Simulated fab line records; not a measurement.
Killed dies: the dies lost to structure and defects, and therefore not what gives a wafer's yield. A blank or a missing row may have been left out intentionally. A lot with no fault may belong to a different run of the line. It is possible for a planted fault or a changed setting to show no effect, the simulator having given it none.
Comparing a struck lot with a sound one    flow nand_harc    14 steps out of a route of 1159
Sound: the wafers L886.1, L886.3, L886.6. Wafers struck: L885.1, L885.2, L885.5. At the end, the cause is stated.
Per side, at each step with rows, come the tool, then ch with its chambers, and then its first start. Under that, the readings that differ: sound wafers    struck wafers    difference of the means    sigmas: that difference in standard deviations of wafers without a fault.
alike: readings with means less than 2 such deviations apart, plus words and numbers identical on both sides. not compared: withheld readings, readings lacking a value on some wafer, bounds such as >300 that could conceal the same value, and numbers that have no deviation in the record and whose values overlap.
The two part at a step that has a row with sigmas, a row that says differs or no value, or rows on one side only. Non-overlapping numbers with no deviation appear without sigmas and do not part them. A reading missing from all wafers of one side parts the sides only when that side holds two or more wafers.

NHARC_P_M0_CD_MEAS_09 targets a cd of 90 nm.
  sound on cd_sem-02 ch 0, day 9 02:34; struck on cd_sem-03 ch 0, day 8 11:02
  alike: cd_nm
NHARC_P_M0_OVL_MEAS_10: pitch 180 nm.
  sound: overlay-02 at day 9 02:40; struck: overlay-01 at day 8 11:08
  alike: overlay_x_nm, overlay_y_nm
NHARC_P_M0_INSPECT_11:
  sound: defect_inspect-02 at day 9 02:41; struck: defect_inspect-01 at day 8 11:10
  alike: raw_defect_count
NHARC_P_M0_DESCUM_14: chemistry O2, time 3 s.
  sound on rie_diel-07 ch 2,3, day 9 02:46; struck on rie_diel-02 ch 1,2, day 8 11:14
  alike: drypump_motor_current_A, oes_product_au, rf_vpp_V, showerhead_plenum_p_Torr, throttle_valve_pct
  not compared: rf_hours_counter_h
then, 1 step without rows for these wafers: NHARC_P_M0_ETCH_34 (etches the open film in N2/H2, target depth 40 nm, overetch 12 nm, time 43.94 s).
NHARC_P_M0_ETCH_15: etches the open film in C4F8/Ar, target depth 150 nm, overetch 15 nm, time 82.5 s.
  sound on rie_diel-07 ch 0,1,2; struck on rie_diel-02 ch 2,3
reading                sound              struck             difference  sigmas
oes_product_au (a.u.)  0.919 0.913 0.924  0.970 0.984 0.986  +0.061      +3
  alike: rf_vpp_V
  not compared: rf_hours_counter_h
NHARC_P_M0_CD_MEAS_16:
  sound: cd_sem-02 at day 9 03:03; struck: cd_sem-01 at day 8 11:32
  alike: cd_nm
NHARC_P_M0_STRIP_18: strips in N2/H2.
  sound on rie_diel-10 ch 0,3, day 9 03:08; struck on rie_diel-02 ch 1,2, day 8 11:36
  alike: drypump_motor_current_A, n2_flow_sccm, oes_product_au, rf_vpp_V, showerhead_plenum_p_Torr, throttle_valve_pct
  not compared: rf_hours_counter_h
then, 1 step without rows for these wafers: NHARC_P_M0_STRIP_19 (strips in post etch residue remover, time 600 s).
NHARC_P_M0_DEGAS_28: time 60 s.
  sound: pvd_sputter-02 at day 9 03:44; struck: pvd_sputter-01 at day 8 12:09
  alike: heater_power_w
then, 1 step without rows for these wafers: NHARC_P_M0_PRE_CLEAN_29 (time 30 s).
NHARC_P_M0_PVD_20: deposits TaN, target thk 5 nm, time 8.06 s.
  sound on pvd_sputter-02; struck on pvd_sputter-01
  alike: bias_v, cathode_dc_power_W, chamber_pressure_pa, throttle_valve_pct
NHARC_P_M0_PVD_21: deposits Cu, target thk 30 nm, time 20.49 s.
  sound: pvd_sputter-02 at day 9 03:58; struck: pvd_sputter-01 at day 8 12:23
  no value came back on the struck wafers for cathode_dc_power_W (W), chamber_pressure_pa (Pa), throttle_valve_pct (%); on the sound wafers cathode_dc_power_W (W) reads 4998.7 4998.0 4999.1
then, 1 step without rows for these wafers: NHARC_P_M0_ECD_22 (material Cu, target thk 400 nm).

WHERE THEY PART
Earliest at NHARC_P_M0_ETCH_15; latest, in this record, at NHARC_P_M0_PVD_21.

WHY: what had been put in by the simulator
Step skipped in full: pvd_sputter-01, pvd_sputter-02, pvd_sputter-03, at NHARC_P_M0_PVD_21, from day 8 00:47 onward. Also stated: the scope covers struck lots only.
